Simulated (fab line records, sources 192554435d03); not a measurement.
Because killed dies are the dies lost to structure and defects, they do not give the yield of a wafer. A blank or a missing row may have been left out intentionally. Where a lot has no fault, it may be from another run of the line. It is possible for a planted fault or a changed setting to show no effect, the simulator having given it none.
fab line records	flow n5Finfet	part 1 of 2: steps 1 to 14 of 25
record lots=5	wafers=15	lastDay=17
route steps=1938 shown BEOL_M4@1059
lots untouched by any fault: they come from a run of this same line in which no faults occurred
startH: start of the lot's first displayed wafer, in hours after the record's first day	waitH: hours from the lot's prior step to this one	" same as the row above	L1.1+2: one row covering several wafers at once	- no value, or no start was given	* or withheld: withheld	< > ~ a bound
route shown NAME@n: NAME is a module with steps in the file, n the number in the route of the first one	usual: average and standard deviation across the fault-free wafers	same: alike in all rows	chamber/n: place in a boat	sites: each site's reading	_std_site: how widely they spread, as a standard deviation	_edge_site: mean of outer sites minus mean of inner sites	radiusMm: for every site, how far away it sits from the centre of the wafer	mask NAME#n: copy n	behind: tool/chamber where the wafer was last shaped	hold: why the lot was held/for how many hours/how that ended	device: which transistor (n, p or np) failed to switch	end of line: tests run on the same wafers once the route is complete	a step with no rows: only its recipe	killed: count of dies lost to structure and defects at first sort (not the wafer's yield)	map: per-die view of a wafer (x killed, . not killed, _ where there is no die)
set.NAME: the run value of the setting; set.NAME@STEP: its run value at that earlier step	model.NAME: the simulator's own value behind a step, which no gauge read
lots at some steps of the route; a table a step, a row a wafer
services: a tool's chamber out of use, with start hour (startH, from the record's first day; less than 0 if before it), hours out, and reason
## steps
# step N5_BEOL_M4_DESCUM_33
# recipe chemistry=O2	timeS=7	sourcePowerW=50	biasPowerW=20	pressureMtorr=20	rfFrequencyHz=2.712e+07	tempC=40	resist=CAR-EUV	o2FlowSccm=225
# usual drypumpMotorCurrentA=5.8/0.58	oesProductAu=0.78/0.077	rfVppV=242.6/1.3	showerheadPlenumPTorr=2.06/0.063	throttleValvePct=20.40/0.29
# same timeS=7
lot.wafer	tool	chamber	startH	waitH	drypumpMotorCurrentA	oesProductAu	rfHoursCounterH	rfVppV	showerheadPlenumPTorr	throttleValvePct
L074.2	rieDiel-05	3	163.64	0.0	4.9	0.86	33	242.5	2.05	19.96
L074.3	"	2	"	"	6.6	0.72	196	242.7	2.10	20.62
L074.6	"	3	"	"	4.9	0.86	-	242.5	2.05	19.95
L075.1	rieDiel-06	0	170.16	0.1	4.9	0.70	210	240.1	1.98	20.88
L075.2	"	2	"	"	6.2	0.92	24	243.0	2.06	20.42
L075.3	"	3	"	"	6.5	0.73	176	244.0	2.17	20.62
L077.3	rieDiel-02	3	172.84	0.0	5.9	0.70	219	243.4	2.06	20.58
L077.5	"	2	"	"	6.2	0.78	-	242.6	2.04	20.46
L077.6	"	1	"	"	5.5	0.86	-	242.7	2.05	19.93
L091.1	rieDiel-06	3	260.55	0.0	6.4	0.71	211	244.2	2.16	20.67
L091.4	"	1	"	"	5.9	0.92	31	245.6	2.23	20.13
L091.5	"	2	"	"	6.2	0.88	-	242.3	2.05	20.46
L093.1	rieDiel-02	2	271.13	0.2	6.2	0.75	126	242.0	2.02	20.50
L093.2	"	1	"	"	5.5	0.81	71	242.1	2.03	19.96
L093.5	"	1	"	"	5.5	0.81	-	243.2	2.03	19.96
# step N5_BEOL_M4_ETCH_77
# recipe chemistry=N2/H2	target=underlayer	targetDepthA=65	maskMaterial=CAR-EUV	timeS=5.2	ionEnergyEv=200	pressureMtorr=30	sourceW=840	biasW=150	n2FlowSccm=200	h2FlowSccm=200	ends=cleared
# usual drypumpMotorCurrentA=5.8/0.59	etchRfOnTimeS=5.20/0.13	oesProductAu=0.67/0.063	rfVppV=522.8/2.4	showerheadPlenumPTorr=2.50/0.075	throttleValvePct=17.8/0.37
lot.wafer	tool	chamber	startH	waitH	drypumpMotorCurrentA	etchRfOnTimeS	oesProductAu	rfHoursCounterH	rfVppV	showerheadPlenumPTorr	throttleValvePct
L074.2	rieDiel-05	3	163.67	0.0	4.9	5.47	0.71	33	523.1	2.47	17.2
L074.3	"	2	"	"	6.6	5.20	0.62	196	523.9	2.53	18.0
L074.6	"	3	"	"	4.9	5.48	0.69	-	521.2	2.47	17.3
L075.1	rieDiel-06	0	170.19	0.0	4.9	5.04	0.61	210	520.2	2.42	18.3
L075.2	"	2	"	"	6.3	5.08	0.78	24	521.7	2.49	17.7
L075.3	"	3	"	"	6.5	5.26	0.61	176	527.1	2.66	18.2
L077.3	rieDiel-02	3	172.87	0.0	6.0	5.07	0.61	219	523.5	2.52	18.2
L077.5	"	2	"	"	6.2	5.12	0.68	-	522.5	2.47	17.9
L077.6	"	1	"	"	5.5	5.26	0.74	-	522.3	2.48	17.3
L091.1	rieDiel-06	3	260.58	0.0	6.5	5.33	0.60	211	529.2	2.64	18.2
L091.4	"	1	"	"	5.9	5.14	0.77	31	528.3	2.68	17.3
L091.5	"	2	"	"	6.2	5.04	0.74	-	520.3	2.48	17.8
L093.1	rieDiel-02	2	271.19	0.0	6.2	5.14	0.65	126	520.7	2.45	17.9
L093.2	"	1	"	"	5.5	5.19	0.69	71	521.9	2.46	17.3
L093.5	"	1	"	"	5.5	5.20	0.69	-	521.8	2.46	17.3
# step N5_BEOL_M4_ETCH_69
# recipe chemistry=CF4	target=SiARC	targetDepthA=156	maskMaterial=CAR-EUV	timeS=26	ionEnergyEv=80	pressureMtorr=40	sourceW=545	biasW=36	Ar_flow_sccm=100	cf4FlowSccm=100	ends=cleared
# usual drypumpMotorCurrentA=5.8/0.59	etchRfOnTimeS=26.0/0.71	oesProductAu=0.67/0.064	rfVppV=183.7/1.1	showerheadPlenumPTorr=2.11/0.06	throttleValvePct=15.55/0.29
lot.wafer	tool	chamber	startH	waitH	drypumpMotorCurrentA	etchRfOnTimeS	oesProductAu	rfHoursCounterH	rfVppV	showerheadPlenumPTorr	throttleValvePct
L074.2	rieDiel-05	3	163.69	0.0	4.9	27.3	0.72	33	183.1	2.10	15.06
L074.3	"	2	"	"	6.6	25.9	0.62	196	183.0	2.13	15.71
L074.6	"	3	"	"	4.9	27.5	0.71	-	183.1	2.09	15.06
L075.1	rieDiel-06	0	170.21	0.0	4.9	25.1	0.62	210	182.9	2.03	16.03
L075.2	"	2	"	"	6.2	25.4	0.78	24	184.0	2.11	15.54
L075.3	"	3	"	"	6.5	26.6	0.62	176	184.8	2.21	15.74
L077.3	rieDiel-02	3	172.89	0.0	5.9	25.8	0.60	219	184.3	2.13	15.90
L077.5	"	2	"	"	6.3	25.8	0.68	-	184.5	2.09	15.64
L077.6	"	1	"	"	5.5	26.1	0.74	-	183.2	2.10	15.10
L091.1	rieDiel-06	3	260.60	0.0	6.5	26.4	0.60	211	185.3	2.20	15.81
L091.4	"	1	"	"	5.9	25.5	0.78	31	186.7	2.27	15.25
L091.5	"	2	"	"	6.2	24.9	0.76	-	183.0	2.10	15.59
L093.1	rieDiel-02	2	271.21	0.0	6.2	25.6	0.65	126	183.6	2.07	15.72
L093.2	"	1	"	"	5.5	25.8	0.71	71	183.8	2.09	15.20
L093.5	"	1	"	"	5.5	25.6	0.71	-	183.8	2.09	15.19
# step N5_BEOL_M4_ALD_98
# recipe material=SiO2	targetThkA=25	tempC=100	aldPrecursorFamily=BDEAS	aldCoReactant=O2-plasma	pulseTimeS=1	coReactantPulseTimeS=1	purgeTimeS=2	coReactantPurgeTimeS=2	aldCycles=17	pressureTorr=2
# usual heaterPowerW=80/7.3	precursorPulseHeightRel=0.998/0.019	susceptorTempC=100.01/0.15
lot.wafer	tool	chamber	startH	waitH	heaterPowerW	precursorPulseHeightRel	susceptorTempC
L074.2	aldSin-03	3	163.85	0.1	70	1.000	100.10
L074.3	"	1	"	"	72	0.999	100.32
L074.6	"	3	"	"	73	0.993	100.17
L075.1	aldSin-02	2	170.29	0.1	89	0.990	100.15
L075.2	"	3	"	"	69	0.972	99.92
L075.3	"	0	"	"	86	0.998	100.17
L077.3	aldSin-02	1	173.24	0.3	88	0.988	100.11
L077.5	"	1	"	"	85	1.017	100.16
L077.6	"	0	"	"	84	0.974	100.31
L091.1	aldSin-02	2	260.68	0.1	87	0.994	99.85
L091.4	"	3	"	"	70	1.017	100.21
L091.5	"	0	"	"	86	0.995	99.94
L093.1	aldSin-03	3	271.60	0.4	75	0.991	99.97
L093.2	"	0	"	"	92	0.979	100.21
L093.5	"	3	"	"	76	1.008	100.00
# step N5_BEOL_M4_ETCHBACK_99
# recipe chemistry=CHF3	target=SiO2	targetDepthA=50	timeS=10.4	sourceW=215	biasW=47	Ar_flow_sccm=200	CHF3_flow_sccm=12	ionEnergyEv=100	pressureMtorr=30
# usual drypumpMotorCurrentA=5.8/0.59	oesProductAu=0.79/0.081	rfVppV=238/4.1	showerheadPlenumPTorr=2.12/0.066	throttleValvePct=17.00/0.27
# same timeS=10.4
lot.wafer	tool	chamber	startH	waitH	drypumpMotorCurrentA	oesProductAu	rfHoursCounterH	rfVppV	showerheadPlenumPTorr	throttleValvePct
L074.2	rieDiel-06	3	165.04	1.1	6.5	0.73	173	236	2.23	17.23
L074.3	"	0	"	"	4.9	0.71	208	234	2.04	17.50
L074.6	"	3	"	"	6.4	0.72	-	238	2.23	17.21
L075.1	rieDiel-05	0	170.77	0.4	6.0	0.78	128	234	2.06	16.87
L075.2	"	2	"	"	6.6	0.72	200	246	2.13	17.11
L075.3	"	3	"	"	4.9	0.84	37	239	2.11	16.59
L077.3	rieDiel-06	3	178.06	4.8	6.4	0.72	180	238	2.23	17.23
L077.5	"	3	"	"	6.4	0.73	-	237	2.23	17.24
L077.6	"	0	"	"	4.9	0.71	-	236	2.04	17.50
L091.1	rieDiel-02	2	260.85	0.1	6.2	0.76	121	232	2.09	17.20
L091.4	"	2	"	"	6.2	0.76	-	232	2.09	17.21
L091.5	"	1	"	"	5.5	0.83	-	236	2.10	16.63
L093.1	rieDiel-05	3	276.08	4.4	4.9	0.78	76	239	2.10	16.69
L093.2	"	0	"	"	6.0	0.74	163	235	2.05	16.93
L093.5	"	0	"	"	6.0	0.75	-	235	2.05	16.95
# step N5_BEOL_M4_ETCH_70
# recipe chemistry=N2/H2	target=SOC	targetDepthA=800	overetchA=240	maskMaterial=SiARC	tempC=40	timeS=130	ionEnergyEv=200	pressureMtorr=30	sourceW=840	biasW=150	n2FlowSccm=200	h2FlowSccm=200
# usual drypumpMotorCurrentA=5.8/0.6	oesProductAu=0.58/0.058	rfVppV=522.5/2.3	showerheadPlenumPTorr=2.50/0.077	throttleValvePct=17.7/0.36
# same timeS=130
lot.wafer	tool	chamber	startH	waitH	drypumpMotorCurrentA	oesProductAu	rfHoursCounterH	rfVppV	showerheadPlenumPTorr	throttleValvePct
L074.2	rieDiel-06	3	165.08	0.0	6.5	0.54	173	527.0	2.66	18.1
L074.3	"	0	"	"	4.9	0.53	208	520.4	2.42	18.3
L074.6	"	3	"	"	6.5	0.54	-	525.1	2.66	18.1
L075.1	rieDiel-05	0	170.80	0.0	6.0	0.57	128	520.9	2.46	17.7
L075.2	"	2	"	"	6.6	0.53	200	523.8	2.53	18.0
L075.3	"	3	"	"	4.9	0.62	37	522.3	2.47	17.2
L077.3	rieDiel-06	3	178.10	0.0	6.4	0.54	180	525.4	2.66	18.1
L077.5	"	3	"	"	6.4	0.54	-	524.7	2.66	18.1
L077.6	"	0	"	"	4.9	0.52	-	519.5	2.42	18.3
L091.1	rieDiel-02	2	260.89	0.0	6.2	0.55	121	521.5	2.46	17.9
L091.4	"	2	"	"	6.2	0.55	-	520.5	2.46	17.9
L091.5	"	1	"	"	5.5	0.61	-	522.3	2.46	17.3
L093.1	rieDiel-05	3	276.12	0.0	4.9	0.58	76	521.7	2.45	17.3
L093.2	"	0	"	"	6.0	0.55	163	521.2	2.45	17.8
L093.5	"	0	"	"	6.0	0.55	-	520.4	2.45	17.8
# step N5_BEOL_M4_STRIP_71
# recipe chemistry=N2/H2	tempC=40	n2FlowSccm=200	h2FlowSccm=200	rfFrequencyHz=6e+07
lot.wafer	tool	chamber	startH	waitH
L074.2+3+6	rieDiel-06	3,0,3	165.16	0.0
L075.1+2+3	rieDiel-05	0,2,3	170.89	0.0
L077.3+5+6	rieDiel-06	3,3,0	178.18	0.0
L091.1+4+5	rieDiel-02	2,2,1	260.97	0.0
L093.1+2+5	rieDiel-05	3,0,0	276.20	0.0
# step N5_BEOL_M4_STRIP_78
# recipe chemistry=N2/H2	tempC=40	n2FlowSccm=200	h2FlowSccm=200	rfFrequencyHz=6e+07
lot.wafer	tool	chamber	startH	waitH
L074.2+3+6	rieDiel-06	3,0,3	165.17	0.0
L075.1+2+3	rieDiel-05	0,2,3	170.90	0.0
L077.3+5+6	rieDiel-06	3,3,0	178.19	0.0
L091.1+4+5	rieDiel-02	2,2,1	260.98	0.0
L093.1+2+5	rieDiel-05	3,0,0	276.21	0.0
# step N5_BEOL_M4_VIA_ETCH_34
# recipe chemistry=C4F6/O2	targetDepthA=694	maskMaterial=SOC	pressureMtorr=15	ionEnergyEv=250	taperDeg=4	timeS=65.9	sourceW=350	biasW=170	Ar_flow_sccm=300	C4F6_flow_sccm=10	O2_flow_sccm=10
# usual drypumpMotorCurrentA=5.8/0.59	oesProductAu=0.79/0.082	rfVppV=658/11	showerheadPlenumPTorr=2.80/0.084	throttleValvePct=30.69/0.3
# same timeS=65.9
lot.wafer	tool	chamber	startH	waitH	drypumpMotorCurrentA	oesProductAu	rfHoursCounterH	rfVppV	showerheadPlenumPTorr	throttleValvePct
L074.2	rieDiel-06	3	165.18	0.0	6.5	0.73	173	655	2.95	30.97
L074.3	"	0	"	"	4.9	0.72	208	650	2.70	31.29
L074.6	"	3	"	"	6.5	0.74	-	656	2.95	30.98
L075.1	rieDiel-05	0	170.91	0.0	6.0	0.77	128	651	2.73	30.40
L075.2	"	2	"	"	6.6	0.71	200	678	2.81	30.70
L075.3	"	3	"	"	4.9	0.83	37	662	2.79	30.36
L077.3	rieDiel-06	3	178.20	0.0	6.5	0.73	180	656	2.94	30.99
L077.5	"	3	"	"	6.4	0.73	-	656	2.94	30.99
L077.6	"	0	"	"	4.9	0.71	-	651	2.70	31.30
L091.1	rieDiel-02	2	260.99	0.0	6.2	0.77	121	644	2.76	30.82
L091.4	"	2	"	"	6.2	0.77	-	643	2.76	30.81
L091.5	"	1	"	"	5.5	0.83	-	656	2.77	30.26
L093.1	rieDiel-05	3	276.22	0.0	4.9	0.78	77	661	2.78	30.43
L093.2	"	0	"	"	6.0	0.75	163	650	2.72	30.43
L093.5	"	0	"	"	6.0	0.75	-	650	2.72	30.42
# step N5_BEOL_M4_STRIP_83
# recipe chemistry=C4F6/O2	resist=SiARC	rfFrequencyHz=6e+07
lot.wafer	tool	chamber	startH	waitH
L074.2+3+6	rieDiel-06	3,0,3	165.23	0.0
L075.1+2+3	rieDiel-05	0,2,3	170.96	0.0
L077.3+5+6	rieDiel-06	3,3,0	178.26	0.0
L091.1+4+5	rieDiel-02	2,2,1	261.04	0.0
L093.1+2+5	rieDiel-05	3,0,0	276.28	0.0
# step N5_BEOL_M4_STRIP_36
# recipe chemistry=N2/H2	powerW=450	tempC=40	pressureMtorr=20	rfFrequencyHz=6e+07	overashFraction=0.3	biasPowerW=7	h2Frac=0.5	n2FlowSccm=200	h2FlowSccm=200
# usual drypumpMotorCurrentA=5.8/0.6	oesProductAu=0.79/0.083	rfVppV=59.1/1.4	showerheadPlenumPTorr=2.49/0.077	throttleValvePct=23.6/0.45
lot.wafer	tool	chamber	startH	waitH	drypumpMotorCurrentA	oesProductAu	rfHoursCounterH	rfVppV	showerheadPlenumPTorr	throttleValvePct
L074.2	rieDiel-06	3	165.24	0.0	6.5	0.74	173	59.2	2.65	24.1
L074.3	"	0	"	"	4.9	0.71	208	56.3	2.42	24.2
L074.6	"	3	"	"	6.4	0.73	-	60.7	2.66	24.1
L075.1	rieDiel-05	0	170.97	0.0	6.0	0.78	128	58.6	2.46	23.5
L075.2	"	2	"	"	6.6	0.71	200	61.7	2.52	23.9
L075.3	"	3	"	"	4.9	0.84	37	57.8	2.47	23.0
L077.3	rieDiel-06	3	178.27	0.0	6.5	0.73	180	62.3	2.65	24.1
L077.5	"	3	"	"	6.5	0.72	-	59.9	2.65	24.1
L077.6	"	0	"	"	4.9	0.69	-	60.2	2.41	24.2
L091.1	rieDiel-02	2	261.05	0.0	6.3	0.75	121	59.8	2.45	23.7
L091.4	"	2	"	"	6.3	0.75	-	59.5	2.45	23.7
L091.5	"	1	"	"	5.5	0.82	-	57.2	2.46	22.9
L093.1	rieDiel-05	3	276.29	0.0	4.9	0.78	77	61.6	2.45	23.0
L093.2	"	0	"	"	6.0	0.74	163	59.8	2.44	23.6
L093.5	"	0	"	"	6.0	0.75	-	58.8	2.44	23.5
# step N5_BEOL_M4_TRENCH_ETCH_37
# recipe chemistry=C4F6/O2	targetDepthA=555.55	target=SiOC	timeS=29.2	ionEnergyEv=250	pressureMtorr=30	sourceW=355	biasW=185	Ar_flow_sccm=300	C4F6_flow_sccm=10	O2_flow_sccm=10
# usual drypumpMotorCurrentA=5.8/0.6	oesProductAu=0.79/0.081	rfVppV=658/11	showerheadPlenumPTorr=2.80/0.083	throttleValvePct=20.79/0.26
# same timeS=29.2
lot.wafer	tool	chamber	startH	waitH	drypumpMotorCurrentA	oesProductAu	rfHoursCounterH	rfVppV	showerheadPlenumPTorr	throttleValvePct
L074.2	rieDiel-06	3	-	-	6.5	0.73	173	657	2.95	21.01
L074.3	"	0	"	"	4.9	0.72	208	648	2.71	21.28
L074.6	"	3	"	"	6.5	0.74	-	656	2.95	21.02
L075.1	rieDiel-05	0	-	-	6.0	0.77	128	652	2.74	20.64
L075.2	"	2	"	"	6.6	0.72	200	680	2.81	20.88
L075.3	"	3	"	"	4.9	0.83	37	660	2.80	20.44
L077.3	rieDiel-06	3	-	-	6.5	0.73	180	656	2.95	21.01
L077.5	"	3	"	"	6.4	0.72	-	656	2.95	21.02
L077.6	"	0	"	"	4.9	0.71	-	649	2.70	21.28
L091.1	rieDiel-02	2	-	-	6.2	0.75	121	642	2.77	21.00
L091.4	"	2	"	"	6.2	0.76	-	643	2.77	20.98
L091.5	"	1	"	"	5.5	0.82	-	656	2.78	20.41
L093.1	rieDiel-05	3	-	-	4.9	0.79	77	662	2.78	20.48
L093.2	"	0	"	"	6.0	0.75	163	650	2.72	20.70
L093.5	"	0	"	"	6.0	0.74	-	652	2.72	20.70
# step N5_BEOL_M4_ETCH_41
# recipe chemistry=CH3F/O2	target=SiCN	targetDepthA=299	taperDeg=2	timeS=52.5	ionEnergyEv=120	maskMaterial=TiN	pressureMtorr=30	sourceW=395	biasW=75	Ar_flow_sccm=150	CH3F_flow_sccm=30	O2_flow_sccm=20
# usual CH3F_flow_sccm=30.00/0.089	drypumpMotorCurrentA=5.8/0.59	oesProductAu=0.79/0.081	rfVppV=296.6/1.5	showerheadPlenumPTorr=1.97/0.062	throttleValvePct=16.25/0.27
# same timeS=52.5
lot.wafer	tool	chamber	startH	waitH	CH3F_flow_sccm	drypumpMotorCurrentA	oesProductAu	rfHoursCounterH	rfVppV	showerheadPlenumPTorr	throttleValvePct
L074.2	rieDiel-06	3	-	-	29.92	6.4	0.73	173	298.7	2.08	16.50
L074.3	"	0	"	"	30.02	4.9	0.72	208	296.6	1.90	16.74
L074.6	"	3	"	"	30.04	6.4	0.72	-	298.4	2.08	16.50
L075.1	rieDiel-05	0	-	-	29.97	6.0	0.77	128	295.6	1.92	16.14
L075.2	"	2	"	"	30.12	6.6	0.72	200	294.8	1.98	16.40
L075.3	"	3	"	"	30.04	4.9	0.84	37	296.5	1.97	15.86
L077.3	rieDiel-06	3	-	-	30.14	6.4	0.72	180	299.6	2.08	16.49
L077.5	"	3	"	"	30.01	6.4	0.72	-	299.4	2.08	16.51
L077.6	"	0	"	"	29.85	4.9	0.71	-	295.2	1.89	16.77
L091.1	rieDiel-02	2	-	-	29.99	6.2	0.75	121	295.3	1.94	16.44
L091.4	"	2	"	"	29.95	6.2	0.75	-	295.9	1.94	16.40
L091.5	"	1	"	"	29.93	5.5	0.82	-	297.3	1.95	15.87
L093.1	rieDiel-05	3	-	-	29.96	4.9	0.78	77	295.6	1.95	15.94
L093.2	"	0	"	"	30.06	6.0	0.74	163	294.9	1.91	16.21
L093.5	"	0	"	"	30.18	6.0	0.75	-	295.0	1.91	16.21
# step N5_BEOL_M4_STRIP_97
# recipe chemistry=N2/H2	timeS=10	powerW=450	tempC=40	pressureMtorr=20	rfFrequencyHz=6e+07	biasPowerW=7	n2FlowSccm=200	h2FlowSccm=200
# usual drypumpMotorCurrentA=5.8/0.6	oesProductAu=0.79/0.082	rfVppV=59.0/0.77	showerheadPlenumPTorr=2.49/0.077	throttleValvePct=23.6/0.45
# same timeS=10
lot.wafer	tool	chamber	startH	waitH	drypumpMotorCurrentA	oesProductAu	rfHoursCounterH	rfVppV	showerheadPlenumPTorr	throttleValvePct
L074.2	rieDiel-06	3	-	-	6.5	0.73	173	60.1	2.66	24.1
L074.3	"	0	"	"	4.9	0.71	208	58.9	2.42	24.2
L074.6	"	3	"	"	6.4	0.73	-	60.5	2.66	24.1
L075.1	rieDiel-05	0	-	-	6.0	0.78	128	58.9	2.46	23.5
L075.2	"	2	"	"	6.6	0.72	200	57.8	2.52	23.9
L075.3	"	3	"	"	4.9	0.85	37	58.1	2.47	23.0
L077.3	rieDiel-06	3	-	-	6.5	0.71	180	58.9	2.65	24.1
L077.5	"	3	"	"	6.5	0.72	-	58.4	2.65	24.1
L077.6	"	0	"	"	4.9	0.69	-	57.4	2.41	24.2
L091.1	rieDiel-02	2	-	-	6.2	0.76	121	58.8	2.45	23.7
L091.4	"	2	"	"	6.2	0.75	-	59.7	2.45	23.7
L091.5	"	1	"	"	5.5	0.82	-	60.0	2.46	22.9
L093.1	rieDiel-05	3	-	-	4.9	0.80	77	59.4	2.45	23.0
L093.2	"	0	"	"	6.0	0.74	163	57.9	2.44	23.6
L093.5	"	0	"	"	6.0	0.75	-	59.4	2.44	23.6
